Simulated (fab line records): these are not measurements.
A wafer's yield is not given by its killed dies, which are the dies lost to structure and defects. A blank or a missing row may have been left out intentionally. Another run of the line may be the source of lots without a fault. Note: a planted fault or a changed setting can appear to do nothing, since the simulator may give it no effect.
2 desks, one fault + flow nand_harc + each desk has only its own numbers; what lay behind them comes last

AT THE TOOL OWNER'S DESK: wet_bench-02
The tool's own readings at NHARC_A_SIN_REMOVE_PRECLEAN_01 (cleans in SC1): means of the sampled wafers that have a number, for each lot that ran on this tool. If a lot's mean is further than 4 standard deviations from the usual mean, the lot is out of limits and carries the mark OUT (the distance appears in the brackets).
Columns: A = sc1_h2o2_end_mol_l at NHARC_A_SIN_REMOVE_PRECLEAN_01, usual 0.3698
| lot  | first seen here | A      |
|------|-----------------|--------|
| L930 | day 14 18:26    | 0.3702 |
| L932 | day 15 01:40    | 0.3695 |
| L933 | day 15 08:42    | 0.3697 |
| L936 | day 16 12:53    | 0.3697 |
| L941 | day 17 22:20    | 0.3703 |
| L947 | day 18 22:32    | 0.3690 |
This desk's verdict: no lot among the 6 shows anything out of limits.

THE DEFECT DESK
Per lot, the means of the sampled wafers with a number show what the inspections along the route counted. If a lot's mean is further than 4 standard deviations from the usual mean, the lot is out of limits and carries the mark OUT (the distance appears in the brackets).
Columns: A = raw_defect_count at NHARC_A_SIN_REMOVE_INSPECT_04, usual 290
| lot  | first seen here | A              |
|------|-----------------|----------------|
| L930 | day 14 18:36    | 296            |
| L931 | day 14 18:37    | 278            |
| L932 | day 15 01:52    | 229            |
| L933 | day 15 08:53    | 225            |
| L935 | day 16 13:04    | 307            |
| L936 | day 16 13:04    | 292            |
| L939 | day 16 18:19    | 301            |
| L941 | day 17 22:31    | 626 (+5.0) OUT |
| L942 | day 17 22:33    | 276            |
| L947 | day 18 22:43    | 710 (+6.3) OUT |
| L949 | day 19 13:21    | 311            |
| L952 | day 19 23:14    | 293            |
This desk's finding: out of limits on L941, L947; first on L941, day 17 22:31 (raw_defect_count at NHARC_A_SIN_REMOVE_INSPECT_04). L930, L931, L932, L933, L935, L936, L939, L942, L949, L952 stayed within limits.

PUT TOGETHER
The defect desk could have raised an alarm at day 17 22:31, on L941, L947.
The tool owner's desk saw nothing out of limits.
Tool owner's desk: L941, L947 on record, inside its limits.
All the named lots went through NHARC_A_SIN_REMOVE_PRECLEAN_01 on wet_bench-02.

WHAT THE SIMULATOR HAD INSERTED
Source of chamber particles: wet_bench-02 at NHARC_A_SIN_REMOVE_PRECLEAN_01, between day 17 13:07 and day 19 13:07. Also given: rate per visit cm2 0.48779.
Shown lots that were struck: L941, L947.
Hours from the fault's start to each desk's first reading out of limits: the defect desk, 9.
